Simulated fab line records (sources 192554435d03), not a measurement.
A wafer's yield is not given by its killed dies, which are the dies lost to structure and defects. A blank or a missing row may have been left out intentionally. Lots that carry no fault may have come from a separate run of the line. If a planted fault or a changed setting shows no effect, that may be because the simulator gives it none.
A struck lot beside a sound one + flow n5_finfet + 13 out of 1938 route steps
Sound: the wafers L116.1, L116.2, L116.5. Struck: wafers L121.3, L121.4, L121.5. The cause is named last.
Per side, at each step with rows, come the tool, then ch with its chambers, and then its first start. Under that, the readings that differ: sound wafers + struck wafers + difference of the means + sigmas: that difference in standard deviations of wafers without a fault.
alike: a reading whose means differ by less than 2 such deviations, as well as words and numbers matching on both sides. not compared: withheld readings; readings where some wafer has no value; bounds like >300 that might hide an equal value; numbers whose values overlap and for which the record gives no deviation.
Wherever a step has rows on one side only, a row that says differs or no value, or a row with sigmas, the two part there. Non-overlapping numbers with no deviation appear without sigmas and do not part them. A reading missing from all wafers of one side parts the sides only when that side holds two or more wafers.

first, 9 steps without rows for these wafers: N5_MOL_CONTACT_COAG_EBR_36; N5_MOL_CONTACT_COAG_SOFTBAKE_35 (time 60 s); N5_MOL_CONTACT_COAG_EXPOSE_37 (exposes mask VD, defocus 0 nm); N5_MOL_CONTACT_COAG_PEB_38 (peb time 60 s); N5_MOL_CONTACT_COAG_DEVELOP_39 (develop time 30 s); N5_MOL_CONTACT_COAG_DESCUM_45 (chemistry O2, time 7 s); N5_MOL_CONTACT_COAG_ETCH_65 (etches underlayer in N2/H2, target depth 13 nm, time 10.4 s); N5_MOL_CONTACT_COAG_ETCH_66 (etches SiARC in CF4, target depth 13 nm, time 21.7 s); N5_MOL_CONTACT_COAG_ALD_133 (deposits SiO2, target thk 5 nm, pulse time 1 s, co reactant pulse time 1 s).
N5_MOL_CONTACT_COAG_ETCHBACK_134: etches SiO2 in CHF3, target depth 10 nm, time 6.7 s.
  sound on rie_diel-06 ch 1,2, day 5 23:27; struck on rie_diel-06 ch 2,3, day 7 13:49
| reading                                               | sound          | struck         | difference | sigmas |
|-------------------------------------------------------|----------------|----------------|------------|--------|
| oes_product_au (a.u.)                                 | 0.73 0.69 0.70 | 0.97 0.90 0.97 | +0.24      | +5     |
| model.CAR-EUV_of_MOL_CONTACT_COAG_COAT_34.thk_nm (nm) | 15.6 15.4 15.8 | 14.6 14.6 14.6 | -1.0       |        |
  alike: drypump_motor_current_A, rf_fwd_power_W, rf_vpp_V, showerhead_plenum_p_Torr, throttle_valve_pct
  not compared: rf_hours_counter_h
then, 1 step without rows for these wafers: N5_MOL_CONTACT_COAG_ETCH_67 (etches SOC in N2/H2, target depth 60 nm, overetch 21 nm, time 101.2 s).
-- record jumps: 4 days separate the struck wafers' starts on either side; left off in module MOL_CONTACT_COAG, taken up again in module BEOL_M4, whose first shown step is the route's number 1111 --
N5_BEOL_M4_RC_MEAS_101:
  sound on prober-02 ch 0, day 8 16:40; struck on prober-02 ch 0, day 11 14:00
| reading        | sound          | struck         | difference | sigmas |
|----------------|----------------|----------------|------------|--------|
| IOFF_P (nA/um) | 0.14 0.14 0.16 | 0.22 0.24 0.24 | +0.09      | +2     |
| SS_P (mV/dec)  | 71.5 72.0 72.6 | 73.3 73.9 73.8 | +1.6       | +2     |
| VT_P (mV)      | -256 -257 -253 | -246 -246 -247 | +9         | +3     |
  alike: DIBL_N, DIBL_P, IOFF_N, ION_N, ION_P, SS_N, VT_N
-- a jump in the record: the struck wafers' starts before and after are 4 days apart (it breaks off in module BEOL_M4 and resumes in module PASSIVATION, where the first step shown is number 1936 of the route) --
N5_PASSIVATION_PROBE_49:
  sound: prober-02 at day 12 21:01; struck: prober-02 at day 15 21:58
  alike: defect_limited_yield, killed_at_M0_to_M3, killed_at_M4_up, killed_at_contacts, killed_at_front_end, killed_at_other, killed_dies, killed_open, killed_short, sort_bin_5_function, sort_bin_6_memory, sort_n_pass, sort_yield_pct

WHERE THEY PART
At N5_MOL_CONTACT_COAG_ETCHBACK_134 first; at N5_BEOL_M4_RC_MEAS_101 last (within this record only). Later steps at which nothing parts them and some readings are alike: N5_PASSIVATION_PROBE_49.

WHY: the cause the simulator had injected
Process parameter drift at N5_MOL_CONTACT_COAG_ETCHBACK_134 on rie_diel-06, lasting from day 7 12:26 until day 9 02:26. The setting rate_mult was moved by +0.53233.
